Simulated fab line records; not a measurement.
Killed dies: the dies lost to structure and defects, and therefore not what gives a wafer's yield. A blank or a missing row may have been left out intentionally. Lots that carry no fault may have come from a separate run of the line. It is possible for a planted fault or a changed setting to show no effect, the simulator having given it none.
Matching of chambers ; flow nand_harc ; NHARC_P_M0_ETCH_34 on rie_diel-10: 4 sister chambers
The step etches the open film in N2/H2, target depth 40 nm, overetch 12 nm, time 43.94 s. 14 wafers are shown with their chamber, then 7 later ones without.

## EACH WAFER AND ITS CHAMBER
wafer;chamber;showerhead_plenum_p_Torr (Torr);rf_vpp_V (V);oes_product_au (a.u.)
L074.1;0;2.05;431.5;0.999
L074.5;1;2.01;429.6;1.007
L074.6;0;2.05;430.3;1.002
L076.4;2;1.93;428.3;0.998
L076.5;3;2.13;432.3;0.974
L076.6;0;2.05;430.7;1.001
L079.1;0;2.05;431.0;1.009
L079.2;3;2.13;434.2;0.964
L079.6;3;2.13;432.5;0.975
L082.1;0;2.05;430.1;1.004
L082.4;0;2.05;431.8;0.993
L082.6;1;2.00;429.1;0.984
L083.1;1;2.00;430.1;1.000
L083.2;0;2.05;430.0;1.006

SIGNATURES (means of the wafers above)
reading;chamber 0;chamber 1;chamber 2;chamber 3;scatter within a chamber
showerhead_plenum_p_Torr;2.0500;2.0033;1.9300;2.1300;0.00258
rf_vpp_V;430.771;429.600;428.300;433.000;0.748
oes_product_au;1.00200;0.99700;0.99800;0.97100;0.00716
Rule: distance of a wafer from a chamber = root of the sum over the readings of ((wafer's reading minus chamber's mean) / reading's scatter) squared. If the next closest chamber is less than 2 further off than the closest, the wafer can't be placed; otherwise it belongs to the closest. The scatter: the root of (the sum of the squares of (reading less its chamber's mean) over the shown wafers, divided by (wafers less chambers)).

## WAFERS WITH NO CHAMBER GIVEN
wafer;showerhead_plenum_p_Torr (Torr);rf_vpp_V (V);oes_product_au (a.u.)
L083.6;2.00;431.1;1.000
L084.2;2.00;431.2;0.998
L084.4;2.00;430.9;0.997
L084.6;2.13;432.6;0.966
L093.2;2.13;434.5;0.988
L093.3;2.00;429.9;0.995
L093.4;2.13;434.8;0.996

## WHICH CHAMBER EACH WENT THROUGH
wafer;from the rows above;in truth
L083.6;1;1
L084.2;1;1
L084.4;1;1
L084.6;3;3
L093.2;3;3
L093.3;1;1
L093.4;3;3
Correct placement for 7 of the 7. From these rows, 0 cannot be placed. 0 placed wrongly.
